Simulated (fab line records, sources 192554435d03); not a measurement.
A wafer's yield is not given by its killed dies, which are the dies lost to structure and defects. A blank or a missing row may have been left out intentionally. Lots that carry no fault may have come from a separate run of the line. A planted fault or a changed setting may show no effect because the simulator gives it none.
Lot-split experiment + flow n5_finfet + 7 lots, 21 wafers read, on a route of 1938 steps

ABOUT THE SPLIT
At N5_MIM_BOT_ETCH_ETCH_04 (etches SiNx in CF4/O2, target depth 26 nm, time 13 s), the setting time_s was moved away from the recipe's 13 s on 5 of the 21 wafers read, by -12.6% to +14.7%. The other wafers ran this setting at the recipe's value.

The reading is taken at the split's own step.

THE READING
etch.depth_nm (the simulator's own value, which no gauge read), in nm, at N5_MIM_BOT_ETCH_ETCH_04 (etches SiNx in CF4/O2, target depth 26 nm, time 13 s). There is no usual value for it anywhere in the file. The 16 wafers here that ran the recipe average 25.70 nm, standard deviation 0.57 nm.

| wafer  | tool, chamber at the split | time_s as run, s | against the recipe | etch.depth_nm, nm | against lot-mates on the recipe |
|--------|----------------------------|------------------|--------------------|-------------------|---------------------------------|
| L078.1 | rie_diel-02, 1             | 13               | recipe             | 24.97             | -                               |
| L078.2 | rie_diel-02, 2             | 13               | recipe             | 25.82             | -                               |
| L078.5 | rie_diel-02, 2             | 13               | recipe             | 25.73             | -                               |
| L081.1 | rie_diel-01, 0             | 13               | recipe             | 24.59             | -                               |
| L081.2 | rie_diel-01, 1             | 13               | recipe             | 26.16             | -                               |
| L081.4 | rie_diel-01, 2             | 13               | recipe             | 26.34             | -                               |
| L080.2 | rie_diel-01, 0             | 13               | recipe             | 24.9              | -                               |
| L080.3 | rie_diel-01, 2             | 13               | recipe             | 26.32             | -                               |
| L080.4 | rie_diel-01, 3             | 14.91            | +14.7%             | 30.44             | +4.83                           |
| L082.1 | rie_diel-02, 0,2           | 13               | recipe             | 25.52             | -                               |
| L082.2 | rie_diel-02, 0,2           | 13               | recipe             | 25.52             | -                               |
| L082.5 | rie_diel-02, 2             | 13               | recipe             | 25.53             | -                               |
| L087.2 | rie_diel-02, 2             | 13               | recipe             | 25.43             | -                               |
| L087.4 | rie_diel-02, 3             | 13               | recipe             | 26.38             | -                               |
| L087.5 | rie_diel-02, 0             | 11.79            | -9.3%              | 23.09             | -2.82                           |
| L089.2 | rie_diel-01, 1             | 13               | recipe             | 25.98             | -                               |
| L089.3 | rie_diel-01, 0             | 12.21            | -6.1%              | 23.21             | -2.77                           |
| L089.5 | rie_diel-01, 2             | 12.21            | -6.1%              | 24.81             | -1.17                           |
| L094.1 | rie_diel-02, 3             | 11.36            | -12.6%             | 23.04             | -3.00                           |
| L094.2 | rie_diel-02, 2             | 13               | recipe             | 25.43             | -                               |
| L094.6 | rie_diel-02, 3             | 13               | recipe             | 26.65             | -                               |
Rows listing several chambers each stand for several wafers; the file does not say which wafer went through which chamber.

FIT RESULTS
A straight line over all 21 wafers: etch.depth_nm changes by +0.279 nm for each +1% of time_s; r = +0.92; the points scatter about the line by 0.62 nm.
The same after taking each lot's own level away (the mean of its wafers on the recipe; 21 wafers): +0.298 nm for each +1%; r = +0.94; scatter 0.59 nm.
On that fit, the largest move of time_s shifts the reading by 4.4 nm.
Across the lots, their own levels run from 25.507 to 26.040 nm, a range of 0.9 times the standard deviation given above.
So the lot-to-lot level changes the slope little: the two slopes agree.
Check: for one of the wafers moved furthest among these (+14.7%), held out of the fit, the line's prediction against its lot-mates is +3.99 nm. Against them it came out at +4.83 nm.

OTHER SPLITS APPLIED TO THESE WAFERS
Note: prior to the reading, these wafers also went through further splits. Each is held against what the fit with the lots' levels taken away leaves over:
| other split on the same wafers | wafers away from the commonest value | r with etch.depth_nm (lot level and that fit taken away) |
|--------------------------------|--------------------------------------|----------------------------------------------------------|
| N5_BEOL_M14_EXPOSE_25 dose_mj  | 6                                    | +0.26                                                    |
| N5_BEOL_M14_ETCH_68 time_s     | 6                                    | +0.17                                                    |
| N5_BEOL_M15_EXPOSE_25 dose_mj  | 9                                    | +0.44                                                    |
| N5_BEOL_M15_ETCH_61 time_s     | 4                                    | -0.38                                                    |

THE FILE'S OWN FIT
etch.depth_nm changes by +0.294 nm for each +1% of time_s, r = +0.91.
